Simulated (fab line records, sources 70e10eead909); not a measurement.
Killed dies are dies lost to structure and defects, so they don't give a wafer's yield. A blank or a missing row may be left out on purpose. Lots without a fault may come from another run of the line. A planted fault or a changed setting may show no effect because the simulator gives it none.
A struck lot beside a sound one | flow nand_harc | 15 steps out of a route of 1302
Sound: wafers L230.2, L230.4, L230.5. Struck: wafers L241.3, L241.4, L241.5. The cause comes at the end.
At each step with rows: each side's tool, then ch and its chambers, then its first start. Under that, the readings that differ: sound wafers | struck wafers | difference of the means | sigmas: that difference in standard deviations of wafers without a fault.
alike: readings whose means differ by less than 2 such deviations, and words and numbers that are the same on both sides. not compared: withheld readings, readings that some wafer has no value for, bounds like >300 that may hide the same value, and numbers for which the record gives no deviation and whose values overlap.
The two part at a step that has a row with sigmas, a row that says differs or no value, or rows on one side only. Numbers that don't overlap but have no deviation are shown without sigmas and don't part them. A reading that every wafer of one side lacks parts them only if that side has two wafers or more.

first, 2 steps without rows for these wafers: NHARC_P_STI_SRD_39; NHARC_P_STI_OXIDE_40 (material SiO2, target thk 10 nm, ox time 1362 s).
NHARC_P_STI_INSPECT_25:
  sound on defect_inspect-02, day 8 12:05; struck on defect_inspect-01, day 13 08:22
  alike: raw_defect_count
then, 9 steps without rows for these wafers: NHARC_P_GATE_ETCH_69 (etches SiO2 in dHF, target depth 14 nm); NHARC_P_GATE_PRECLEAN_70 (cleans in SC1); NHARC_P_GATE_SRD_01; NHARC_P_GATE_OXIDE_02 (material SiO2, target thk 37.5 nm, ox time 365 s); NHARC_P_GATE_DEHYDRATE_03 (time 120 s); NHARC_P_GATE_HMDS_04 (time 30 s); NHARC_P_GATE_COAT_05; NHARC_P_GATE_SOFTBAKE_06 (time 95 s); NHARC_P_GATE_EBR_07.
NHARC_P_GATE_EXPOSE_08: exposes mask P HV.
  sound on krf_scanner-02 ch 0, day 8 20:40; struck on krf_scanner-04 ch 0, day 13 16:41
  reading              | sound                | struck               | difference | sigmas
  exposure_dose_mJ_cm2 | 16.749 16.738 16.731 | 16.397 16.367 16.399 | -0.352     | -23
  alike: mask, reticle_temp_C
then, 2 steps without rows for these wafers: NHARC_P_GATE_PEB_09 (peb time 85 s); NHARC_END_SORT_01.

WHERE THEY PART
Only at NHARC_P_GATE_EXPOSE_08, within this record.

WHY: what the simulator had put in
Process parameter drift: krf_scanner-04, from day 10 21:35 on, at NHARC_P_GATE_EXPOSE_08. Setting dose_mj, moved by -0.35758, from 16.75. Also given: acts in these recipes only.
